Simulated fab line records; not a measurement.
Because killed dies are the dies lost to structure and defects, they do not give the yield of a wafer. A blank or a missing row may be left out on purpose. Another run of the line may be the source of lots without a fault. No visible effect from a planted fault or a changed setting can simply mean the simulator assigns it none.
Which of the tools did it?	flow n5-finfet	18 lots with 54 wafers sampled at 6 steps, on a route of 1938 steps

## WHAT EACH GAUGE READ, for each wafer
The record holds no reading of a measuring or inspecting step that can be judged against a usual standard deviation.

## EACH LOT AND THE TOOL THAT RAN IT (in order: tool; ch and the chambers of the sampled wafers; start)
lot	N5_SD_EPI_N_ETCH_35	N5_SD_EPI_N_ETCH_45	N5_SD_EPI_P_SD_RECESS_17	N5_ILD0_ALD_15	N5_ILD0_CMP_12	N5_SDB_HM_OPEN_20
L075	rie-diel-01 ch 0,1,2, day 3 06:39	rie-diel-01 ch 0,1,2, day 3 07:04	rie-si-06 ch 0,2,3, day 3 12:22	ald-sin-01 ch 0,1,2, day 3 19:54	cmp-04 ch 0,2,3, day 3 22:06	rie-diel-02 ch 0,2,3, day 3 23:06
L076	rie-diel-01 ch 0,2,3, day 3 17:17	rie-diel-01 ch 0,2,3, day 3 17:36	rie-si-02 ch 0,2,3, day 3 22:22	ald-sin-01 ch 0,1,2, day 4 06:58	cmp-04 ch 1,2, day 4 09:10	rie-diel-01 ch 0,1, day 4 10:18
L077	rie-diel-02 ch 2,3, day 3 18:53	rie-diel-02 ch 2,3, day 3 19:18	rie-si-05 ch 0,3, day 3 23:55	ald-sin-02 ch 1,3, day 4 07:56	cmp-01 ch 1,3, day 4 10:08	rie-diel-02 ch 1,2,3, day 4 11:15
L080	rie-diel-02 ch 0,1,2, day 4 14:51	rie-diel-02 ch 0,1,2, day 4 15:17	rie-si-02 ch 0,1,2, day 4 20:01	ald-sin-01 ch 0,1,3, day 5 04:13	cmp-02 ch 0,1,3, day 5 06:25	rie-diel-02 ch 0,1,3, day 5 07:33
L081	rie-diel-01 ch 0,1, day 4 20:08	rie-diel-01 ch 0,1, day 4 20:34	rie-si-02 ch 0,2,3, day 5 01:40	ald-sin-03 ch 0,2,3, day 5 09:32	cmp-04 ch 1,3, day 5 11:52	rie-diel-02 ch 0,1,2, day 5 12:50
L082	rie-diel-04 ch 1,3, day 4 23:43	rie-diel-04 ch 1,3, day 5 00:08	rie-si-02 ch 1,2, day 5 05:30	ald-sin-01 ch 0,2, day 5 13:52	cmp-04 ch 1,2, day 5 16:04	rie-diel-02 ch 0,3, day 5 17:16
L083	rie-diel-04 ch 0,2, day 5 07:03	rie-diel-04 ch 0,2, day 5 07:28	rie-si-05 ch 0,2, day 5 12:14	ald-sin-02 ch 0,2, day 5 20:11	cmp-02 ch 0,1,2, day 5 22:26	rie-diel-04 ch 0,3, day 5 23:31
L084	rie-diel-01 ch 0,1,3, day 5 15:16	rie-diel-01 ch 0,1,3, day 5 15:41	rie-si-02 ch 0,1,3, day 5 20:14	ald-sin-01 ch 0,1,2, day 6 03:46	cmp-01 ch 0,2,3, day 6 06:00	rie-diel-02 ch 0,2,3, day 6 07:05
L085	rie-diel-02 ch 1,2,3, day 5 19:41	rie-diel-02 ch 1,2,3, day 5 20:07	rie-si-02 ch 0,1,3, day 6 01:16	ald-sin-01 ch 0,1,3, day 6 09:49	cmp-04 ch 1,2,3, day 6 12:03	rie-diel-01 ch 1,2,3, day 6 13:01
L086	rie-diel-02 ch 0,3, day 6 00:21	rie-diel-02 ch 0,3, day 6 00:46	rie-si-02 ch 0,1,2, day 6 06:12	ald-sin-01 ch 0,1,3, day 6 13:57	cmp-01 ch 0,1,2, day 6 16:09	rie-diel-02 ch 1,2,3, day 6 17:10
L087	rie-diel-04 ch 0,3, day 6 08:14	rie-diel-04 ch 0,3, day 6 08:40	rie-si-05 ch 0,1,3, day 6 13:12	ald-sin-02 ch 0,1,2, day 6 20:43	cmp-04 ch 2,3, day 6 22:58	rie-diel-02 ch 0,2,3, day 7 00:02
L088	rie-diel-04 ch 0,1,3, day 6 13:41	rie-diel-04 ch 0,1,3, day 6 14:07	rie-si-05 ch 0,1,2, day 6 18:41	ald-sin-01 ch 0,2,3, day 7 02:30	cmp-02 ch 0,1,2, day 7 04:44	rie-diel-04 ch 0,2,3, day 7 06:13
L090	rie-diel-01 ch 1,3, day 7 00:36	rie-diel-01 ch 1,3, day 7 01:02	rie-si-06 ch 2,3, day 7 06:29	ald-sin-01 ch 1,3, day 7 14:11	cmp-01 ch 0,3, day 7 16:26	rie-diel-02 ch 1,3, day 7 17:24
L091	rie-diel-02 ch 1,2,3, day 7 11:10	rie-diel-02 ch 1,2,3, day 7 11:35	rie-si-02 ch 0,1, day 7 16:14	ald-sin-01 ch 0,1,2, day 7 23:49	cmp-02 ch 0,2,3, day 8 02:03	rie-diel-04 ch 0,1,2, day 8 03:01
L092	rie-diel-01 ch 1,2,3, day 7 11:56	rie-diel-01 ch 1,2,3, day 7 12:22	rie-si-02 ch 1,3, day 7 16:58	ald-sin-02 ch 0,1, day 8 00:44	cmp-02 ch 0,1, day 8 02:58	rie-diel-04 ch 2,3, day 8 04:07
L093	rie-diel-01 ch 0,2, day 7 19:06	rie-diel-01 ch 0,2, day 7 19:31	rie-si-06 ch 0,3, day 8 00:16	ald-sin-03 ch 1,2, day 8 07:56	cmp-01 ch 0,1,3, day 8 10:10	rie-diel-01 ch 0,1,2, day 8 11:22
L094	rie-diel-02 ch 1,2,3, day 7 23:57	rie-diel-02 ch 1,2,3, day 8 00:22	rie-si-06 ch 0,2,3, day 8 05:05	ald-sin-01 ch 0,1,2, day 8 13:20	cmp-01 ch 1,2,3, day 8 15:32	rie-diel-01 ch 0,1,3, day 8 16:40
L095	rie-diel-04 ch 0,1, day 8 08:12	rie-diel-04 ch 0,1, day 8 08:37	rie-si-02 ch 1,2,3, day 8 13:13	ald-sin-01 ch 0,3, day 8 22:44	cmp-01 ch 0,2, day 9 00:58	rie-diel-04 ch 0,1,3, day 9 02:25
- N5_SD_EPI_N_ETCH_35: etches SOC in N2/H2, overetch 108 nm, time 486 s.
- N5_SD_EPI_N_ETCH_45: etches SiOCN in CH3F/O2, target depth 6 nm.
- N5_SD_EPI_P_SD_RECESS_17: chemistry HBr/Cl2/O2, target depth 39.1 nm, bt time 3 s.
- N5_ILD0_ALD_15: deposits SiNx, target thk 24 nm, pulse time 1 s, ald cycles 480.
- N5_ILD0_CMP_12: polishes SiNx, stops on poly-Si, t overpolish 6 s, target thk 17.67 nm.
- N5_SDB_HM_OPEN_20: chemistry CH3F/O2, target SiNx, stops on poly-Si, target depth 24 nm.

## AS READ BY THE TOOLS THEMSELVES (means over the sampled wafers that have a number; for cases with no such wafer, the mark the record gives instead)
N5_SD_EPI_N_ETCH_35. Usual: chamber-pressure-mTorr is 20.000 mTorr with standard deviation 0.018, drypump-motor-current-A is 5.5 A with standard deviation 0.45, oes-product-au is 0.72 a.u. with standard deviation 0.083, rf-fwd-power-W is 2995 W with standard deviation 8.6, rf-vpp-V is 240.8 V with standard deviation 1.3, showerhead-plenum-p-Torr is 2.55 Torr with standard deviation 0.085, and throttle-valve-pct is 23.9 % with standard deviation 0.32.
lot	tool	chamber-pressure-mTorr (mTorr)	drypump-motor-current-A (A)	oes-product-au (a.u.)	rf-fwd-power-W (W)	rf-vpp-V (V)	showerhead-plenum-p-Torr (Torr)	throttle-valve-pct (%)	flag
L075	rie-diel-01	20.011	5.9	0.66	2996	239.7	2.49	23.7	
L076	rie-diel-01	19.993	5.9	0.67	2998	241.4	2.56	23.9	
L077	rie-diel-02	19.997	5.0	0.68	2988	240.4	2.48	24.0	
L080	rie-diel-02	19.993	5.3	0.66	2993	239.2	2.49	23.8	
L081	rie-diel-01	19.990	6.0	0.69	2988	241.1	2.51	23.9	
L082	rie-diel-04	20.012	5.0	0.68	2996	240.8	2.53	23.8	
L083	rie-diel-04	20.004	5.6	0.71	2986	240.7	2.61	24.4	
L084	rie-diel-01	19.990	6.1	0.69	3006	241.6	2.58	24.1	
L085	rie-diel-02	19.977	5.1	0.65	2994	240.3	2.49	23.9	
L086	rie-diel-02	19.997	5.4	0.69	2997	240.1	2.53	23.9	
L087	rie-diel-04	19.993	5.4	0.77	2995	240.8	2.58	23.9	
L088	rie-diel-04	19.993	5.2	0.73	3000	240.7	2.55	23.9	
L090	rie-diel-01	20.010	6.2	0.73	3003	241.2	2.60	24.3	
L091	rie-diel-02	20.006	5.1	0.72	2998	240.6	2.48	23.8	
L092	rie-diel-01	20.006	6.0	0.75	2999	242.4	2.61	23.9	
L093	rie-diel-01	20.010	5.8	0.87	2987	241.2	2.63	23.4	
L094	rie-diel-02	20.000	5.1	0.71	2997	240.1	2.48	23.8	
L095	rie-diel-04	20.016	5.0	0.68	2998	239.5	2.52	23.8	

N5_SD_EPI_N_ETCH_45. Usual: CH3F_flow_sccm 30.00 sccm, standard deviation 0.096; chamber-pressure-mTorr 15.001 mTorr, standard deviation 0.012; drypump-motor-current-A 5.5 A, standard deviation 0.45; oes-product-au 0.80 a.u., standard deviation 0.099; rf-fwd-power-W 408.1 W, standard deviation 1.2; rf-vpp-V 127.6 V, standard deviation 1; showerhead-plenum-p-Torr 2.00 Torr, standard deviation 0.064; throttle-valve-pct 23.47 %, standard deviation 0.21.
lot	tool	CH3F_flow_sccm (sccm)	chamber-pressure-mTorr (mTorr)	drypump-motor-current-A (A)	oes-product-au (a.u.)	rf-fwd-power-W (W)	rf-vpp-V (V)	showerhead-plenum-p-Torr (Torr)	throttle-valve-pct (%)	flag
L075	rie-diel-01	30.07	14.999	5.9	0.74	408.3	127.1	1.96	23.36	
L076	rie-diel-01	30.02	15.011	5.9	0.75	408.1	127.4	2.01	23.41	
L077	rie-diel-02	30.10	14.994	5.0	0.76	407.8	126.7	1.95	23.57	
L080	rie-diel-02	29.96	14.993	5.3	0.74	408.8	127.1	1.96	23.58	
L081	rie-diel-01	30.11	14.996	6.0	0.76	407.5	127.9	1.97	23.51	
L082	rie-diel-04	29.89	15.012	5.0	0.76	406.8	128.0	1.99	23.46	
L083	rie-diel-04	29.95	15.004	5.6	0.80	408.2	128.0	2.04	23.69	
L084	rie-diel-01	29.93	14.996	6.1	0.78	408.3	128.8	2.03	23.57	
L085	rie-diel-02	29.96	15.008	5.1	0.72	408.4	127.3	1.96	23.50	
L086	rie-diel-02	30.03	15.002	5.4	0.75	408.2	127.7	2.00	23.53	
L087	rie-diel-04	30.16	15.002	5.4	0.87	408.5	127.9	2.03	23.44	
L088	rie-diel-04	29.96	15.004	5.2	0.83	408.5	127.7	2.01	23.47	
L090	rie-diel-01	30.03	15.003	6.2	0.82	409.0	127.9	2.04	23.64	
L091	rie-diel-02	30.00	14.999	5.1	0.80	407.0	126.5	1.96	23.38	
L092	rie-diel-01	29.98	14.991	6.0	0.85	407.8	127.9	2.05	23.37	
L093	rie-diel-01	29.95	14.997	5.8	0.98	407.9	128.6	2.07	23.03	
L094	rie-diel-02	29.93	14.993	5.1	0.79	408.4	128.1	1.95	23.41	
L095	rie-diel-04	29.99	14.998	5.0	0.77	408.8	127.2	1.99	23.52	

N5_SD_EPI_P_SD_RECESS_17. Usual: chamber-pressure-mTorr 10.001 mTorr, standard deviation 0.0082; drypump-motor-current-A 5.5 A, standard deviation 0.57; mfc-cl2-sccm 80.05 sccm, standard deviation 0.24; oes-product-au 0.997 a.u., standard deviation 0.015; rf-fwd-power-W 794.7 W, standard deviation 2.8; throttle-valve-pct 36.89 %, standard deviation 0.17.
lot	tool	chamber-pressure-mTorr (mTorr)	drypump-motor-current-A (A)	mfc-cl2-sccm (sccm)	oes-product-au (a.u.)	rf-fwd-power-W (W)	throttle-valve-pct (%)	flag
L075	rie-si-06	10.005	5.5	79.86	1.002	792.5	36.91	
L076	rie-si-02	10.001	5.4	80.30	0.993	796.5	36.74	
L077	rie-si-05	10.002	5.3	79.97	1.008	795.4	36.88	
L080	rie-si-02	10.007	5.7	79.95	0.995	794.8	36.85	
L081	rie-si-02	9.992	5.4	79.82	0.990	791.4	36.74	
L082	rie-si-02	10.003	6.0	80.18	0.998	797.3	36.90	
L083	rie-si-05	10.003	5.4	79.74	1.014	795.4	37.19	
L084	rie-si-02	10.010	5.2	79.66	0.986	796.3	36.84	
L085	rie-si-02	9.992	5.2	79.71	0.982	793.3	36.85	
L086	rie-si-02	9.996	5.7	79.89	1.008	795.6	36.86	
L087	rie-si-05	10.001	5.2	80.00	1.008	793.8	36.95	
L088	rie-si-05	10.006	5.4	80.30	1.012	795.4	37.13	
L090	rie-si-06	10.005	5.8	80.05	1.006	794.4	36.90	
L091	rie-si-02	10.003	5.5	80.03	0.995	795.5	36.95	
L092	rie-si-02	9.990	5.2	79.79	0.977	793.0	36.79	
L093	rie-si-06	10.007	5.3	80.24	1.002	794.6	36.92	
L094	rie-si-06	9.999	5.5	80.15	1.000	794.3	36.91	
L095	rie-si-02	9.998	5.7	79.79	0.994	797.2	36.81	

N5_ILD0_ALD_15. Usual: heater-power-w 842 W, standard deviation 81; precursor-pulse-height-rel 1.002, standard deviation 0.022.
lot	tool	heater-power-w (W)	precursor-pulse-height-rel	flag
L075	ald-sin-01	872	0.982	
L076	ald-sin-01	869	0.988	
L077	ald-sin-02	728	1.004	
L080	ald-sin-01	829	1.011	
L081	ald-sin-03	816	1.003	
L082	ald-sin-01	897	0.993	
L083	ald-sin-02	868	1.011	
L084	ald-sin-01	879	0.996	
L085	ald-sin-01	826	0.996	
L086	ald-sin-01	821	0.980	
L087	ald-sin-02	793	1.005	
L088	ald-sin-01	885	1.032	
L090	ald-sin-01	829	1.018	
L091	ald-sin-01	872	1.029	
L092	ald-sin-02	709	0.998	
L093	ald-sin-03	772	0.990	
L094	ald-sin-01	856	1.014	
L095	ald-sin-01	868	1.007	

N5_ILD0_CMP_12. Usual: motor-current-A 9.5 A, standard deviation 1.1; overpolish-run-s 6.001 s, standard deviation 0.0097; pad-life-wafers 1163, standard deviation 470; time-to-endpoint-s 29.6 s, standard deviation 1.9.
lot	tool	motor-current-A (A)	overpolish-run-s (s)	pad-life-wafers	time-to-endpoint-s (s)	flag
L075	cmp-04	9.4	6.002	1081	28.7	
L076	cmp-04	9.9	6.000	1158	29.3	
L077	cmp-01	8.7	6.002	673	27.9	
L080	cmp-02	9.4	5.988	367	31.0	
L081	cmp-04	9.3	5.996	1382	27.9	
L082	cmp-04	10.0	6.003	1436	29.6	
L083	cmp-02	9.1	6.006	422	30.1	
L084	cmp-01	10.2	5.996	1052	28.1	
L085	cmp-04	9.3	6.007	1604	29.1	
L086	cmp-01	10.1	6.002	1136	28.2	
L087	cmp-04	8.9	6.006	1717	29.1	
L088	cmp-02	8.9	5.998	656	29.0	
L090	cmp-01	9.1	5.999	1394	30.8	
L091	cmp-02	8.7	5.988	830	31.0	
L092	cmp-02	8.6	5.997	836	27.8	
L093	cmp-01	8.9	6.007	1586	32.4	
L094	cmp-01	9.5	6.008	1633	30.8	
L095	cmp-01	10.8	6.003	1718	31.8	

N5_SDB_HM_OPEN_20. Usual: CH3F_flow_sccm 30.02 sccm, standard deviation 0.09; chamber-pressure-mTorr 29.998 mTorr, standard deviation 0.024; drypump-motor-current-A 5.5 A, standard deviation 0.43; oes-product-au 0.65 a.u., standard deviation 0.068; rf-fwd-power-W 392.0 W, standard deviation 1.3; rf-vpp-V 298 V, standard deviation 3.6; showerhead-plenum-p-Torr 2.00 Torr, standard deviation 0.057; throttle-valve-pct 16.46 %, standard deviation 0.2.
lot	tool	CH3F_flow_sccm (sccm)	chamber-pressure-mTorr (mTorr)	drypump-motor-current-A (A)	oes-product-au (a.u.)	rf-fwd-power-W (W)	rf-vpp-V (V)	showerhead-plenum-p-Torr (Torr)	throttle-valve-pct (%)	flag
L075	rie-diel-02	29.98	29.984	5.2	0.63	392.4	296	1.99	16.51	
L076	rie-diel-01	30.06	29.999	6.1	0.64	392.1	296	1.98	16.51	
L077	rie-diel-02	29.98	30.037	5.1	0.59	393.1	298	1.97	16.50	
L080	rie-diel-02	29.98	29.993	5.3	0.59	393.3	299	1.99	16.49	
L081	rie-diel-02	30.07	29.970	5.3	0.59	391.9	296	1.96	16.60	
L082	rie-diel-02	29.94	29.987	5.1	0.63	390.6	299	2.01	16.43	
L083	rie-diel-04	30.05	30.008	5.4	0.71	391.6	296	2.04	16.38	
L084	rie-diel-02	30.01	29.970	5.2	0.61	390.5	297	1.98	16.55	
L085	rie-diel-01	30.05	30.009	6.0	0.70	392.3	300	2.06	16.34	
L086	rie-diel-02	30.03	30.003	5.1	0.66	391.6	299	1.96	16.36	
L087	rie-diel-02	30.00	30.015	5.2	0.61	393.4	298	1.98	16.57	
L088	rie-diel-04	29.98	29.991	5.5	0.73	391.5	298	2.04	16.41	
L090	rie-diel-02	30.02	29.996	5.0	0.66	390.8	302	1.99	16.26	
L091	rie-diel-04	30.10	29.995	5.3	0.69	391.8	298	2.02	16.47	
L092	rie-diel-04	29.98	29.993	5.5	0.67	391.6	294	2.03	16.42	
L093	rie-diel-01	29.94	30.007	5.9	0.71	391.2	299	2.03	16.18	
L094	rie-diel-01	29.94	29.997	6.1	0.68	392.1	297	2.03	16.45	
L095	rie-diel-04	30.01	29.994	5.2	0.65	393.1	298	2.01	16.48	

## THE ANSWER, worked out from the rows above alone
Rule: a lot counts as off when the mean over its wafers that have a number is more than 3 standard deviations away from the usual mean. A lot without any number at a reading at which 4 lots or more have one is off too. Any other lot the step has rows for is counted as sound. First the gauges in route order, then the tools' own readings, where a lot's mean is used as printed above. At the first step where some lot is off, the reading lying furthest off is the one used; lots without a number count as furthest.
No lot is off at any reading shown: from this, nothing can be told.

## WHAT HAD BEEN PUT IN BY THE SIMULATOR
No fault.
